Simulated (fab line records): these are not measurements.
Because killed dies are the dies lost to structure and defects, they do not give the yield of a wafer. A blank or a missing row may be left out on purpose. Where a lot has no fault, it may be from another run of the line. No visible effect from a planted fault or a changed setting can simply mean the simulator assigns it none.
A lot that was struck, set against a sound lot -- flow n5Finfet -- 39 steps out of a route of 1938
Sound: these wafers, L458.2, L458.4, L458.6. The struck wafers were L464.1, L464.2, L464.4. The cause comes at the end.
At each step with rows: each side's tool, then ch and its chambers, then its first start. Under that, the readings that differ: sound wafers -- struck wafers -- difference of the means -- sigmas: that difference in standard deviations of wafers without a fault.
alike: readings whose means differ by less than 2 such deviations, and words and numbers that are the same on both sides. not compared: withheld readings, readings that some wafer has no value for, bounds like >300 that may hide the same value, and numbers for which the record gives no deviation and whose values overlap.
Wherever a step has rows on one side only, a row that says differs or no value, or a row with sigmas, the two part there. Numbers that have no deviation but don't overlap get no sigmas and don't part them. A reading that every wafer of one side lacks parts them only if that side has two wafers or more.

first, 11 steps without rows for these wafers: N5_GATE_CUT_CUT_ETCH_55 (etches HfO2 in BCl3, target depth 3.2 nm); N5_GATE_CUT_ETCH_47 (etches SiO2 in Cl2/BCl3, target depth 10 nm); N5_GATE_CUT_VAPOR_ETCH_48 (etches TiN in BCl3/Cl2); N5_GATE_CUT_VAPOR_ETCH_49 (etches TiAlC in BCl3/Cl2); N5_GATE_CUT_VAPOR_ETCH_51 (etches HfO2 in BCl3/Cl2); N5_GATE_CUT_STRIP_21 (strips in N2/H2, time 30 s); N5_GATE_CUT_STRIP_29 (strips in post etch residue remover, time 60 s); N5_GATE_CUT_SRD_52 (time 30 s); N5_GATE_CUT_ALD_22 (deposits SiNx, target thk 16 nm, pulse time 1 s, ald cycles 320); N5_GATE_CUT_CMP_23 (polishes, stops on SiO2, t overpolish 23.4 s, target thk 16 nm); N5_GATE_CUT_CMP_43 (polishes SiO2).
N5_GATE_CUT_CMP_61: polishes, stops on SiNx, t overpolish 3 s.
  sound on cmp-04 ch 0,1,2, day 7 15:02; struck on cmp-01 ch 0,1,3, day 9 04:55
  no value came back on the struck wafers for edgeZonePressureFrac, headPressurePsi (psi), motorCurrentA (A), slurryFlowMlMin; on the sound wafers edgeZonePressureFrac reads 1.003 1.001 1.006
reading,sound,struck,difference,sigmas
model.SiO2_of_GATE_CUT_HM_DEP_46.thkNm (nm),0 0 0,5 5 5.2,+5,
model.SiNx_of_GATE_CUT_SAC_CAP_01.thkNm (nm),21.2 21.2 21.4,21.6 21.8 21.8,+0.5,
then, 23 steps without rows for these wafers: N5_MOL_CONTACT_COAG_COAT_103 (time 60 s, resist thk 80 nm); N5_MOL_CONTACT_COAG_COAT_104 (time 60 s, resist thk 12 nm); N5_MOL_CONTACT_COAG_COAT_58 (time 60 s, resist thk 10 nm); N5_MOL_CONTACT_COAG_COAT_02 (resist thk 30 nm); N5_MOL_CONTACT_COAG_EBR_04; N5_MOL_CONTACT_COAG_SOFTBAKE_03 (time 60 s); N5_MOL_CONTACT_COAG_EXPOSE_05 (exposes mask CA, defocus 0 nm); N5_MOL_CONTACT_COAG_PEB_06 (peb time 60 s); N5_MOL_CONTACT_COAG_DEVELOP_07 (develop time 30 s); N5_MOL_CONTACT_COAG_DESCUM_13 (chemistry O2, time 7 s); N5_MOL_CONTACT_COAG_ETCH_59 (etches underlayer in N2/H2, target depth 13 nm, time 10.4 s); N5_MOL_CONTACT_COAG_ETCH_105 (etches SiARC in CF4, target depth 15.6 nm, time 26 s); N5_MOL_CONTACT_COAG_ETCH_106 (etches SOC in N2/H2, target depth 80 nm, overetch 16 nm, time 120 s); N5_MOL_CONTACT_COAG_STRIP_107 (strips in N2/H2); N5_MOL_CONTACT_COAG_STRIP_108 (strips in N2/H2); N5_MOL_CONTACT_COAG_CONTACT_ETCH_14 (etches SiO2 in C4F6/O2, target depth 27.5 nm, overetch 8.5 nm, time 20 s); N5_MOL_CONTACT_COAG_STRIP_109 (strips in C4F6/O2); N5_MOL_CONTACT_COAG_ETCH_15 (etches SiNx in CH3F/O2, stops on Si:P, target depth 7 nm); N5_MOL_CONTACT_COAG_ETCH_110 (etches Si in CF4/O2, target depth 2.5 nm, time 8 s); N5_MOL_CONTACT_COAG_STRIP_98 (strips in N2/H2); N5_MOL_CONTACT_COAG_IMPLANT_129; N5_MOL_CONTACT_COAG_PRECLEAN_111 (cleans in NF3:NH3, afs cycles 1, time 20 s, sublimation time 60 s); N5_MOL_CONTACT_COAG_TI_SIL_19 (material Ti, target thk 4.2 nm, time 15 s).
N5_MOL_CONTACT_COAG_CMP_28: polishes, stops on SiNx, t overpolish 0.85 s, target thk 14.522 nm.
  sound on cmp-01 ch 0,2, day 8 03:14; struck on cmp-03 ch 0,1,3, day 9 18:41
reading,sound,struck,difference,sigmas
motorCurrentA (A),15.3 13.1 15.0,12.6 10.1 10.4,-3.4,-2
model.SiNx_of_GATE_CUT_SAC_CAP_01.thkNm (nm),18 17.8 18,18.2 18.4 18.4,+0.4,
  alike: edgeZonePressureFrac, headPressurePsi, slurryFlowMlMin, timeToEndpointS
N5_MOL_CONTACT_COAG_THK_MEAS_29:
  struck on filmMetro-02, day 9 18:59; sound on filmMetro-01, day 8 03:29
reading,sound,struck,difference,sigmas
MD_CAP_THK (nm),17.95 17.91 18.00,18.14 18.35 18.34,+0.32,+3
N5_MOL_CONTACT_COAG_ETCH_47: etches SiNx in CH3F/O2, stops on W, target depth 27 nm.
  sound on rieDiel-05 ch 1,2, day 8 05:05; struck on rieDiel-05 ch 0,2,3, day 9 21:19
reading,sound,struck,difference,sigmas
model.etch.depthNm (nm),17.98 17.88 18,18.19 18.4 18.34,+0.36,
model.MOL_CONTACT_COAG.featureDepthNm (nm),18.6 18.4 18.6,18.8 19 19,+0.4,
  alike: O2_flow_sccm, drypumpMotorCurrentA, etchRfOnTimeS, oesProductAu, rfVppV, showerheadPlenumPTorr, throttleValvePct
  not compared: rfHoursCounterH
-- a jump in the record: the struck wafers' starts before and after are 4 days apart (it breaks off in module MOL_CONTACT_COAG and resumes in module BEOL_M4, where the first step shown is number 1111 of the route) --
N5_BEOL_M4_RC_MEAS_101:
  sound on prober-02 ch 0, day 11 20:17; struck on prober-02 ch 0, day 14 06:43
  alike: DIBL_N, DIBL_P, IOFF_N, IOFF_P, ION_N, ION_P, SS_N, SS_P, VT_N, VT_P

== WHERE THEY PART ==
Earliest at N5_GATE_CUT_CMP_61; latest, in this record, at N5_MOL_CONTACT_COAG_THK_MEAS_29. Later steps at which nothing parts them and some readings are alike: N5_MOL_CONTACT_COAG_ETCH_47, N5_BEOL_M4_RC_MEAS_101.

WHY: whatever the simulator had introduced
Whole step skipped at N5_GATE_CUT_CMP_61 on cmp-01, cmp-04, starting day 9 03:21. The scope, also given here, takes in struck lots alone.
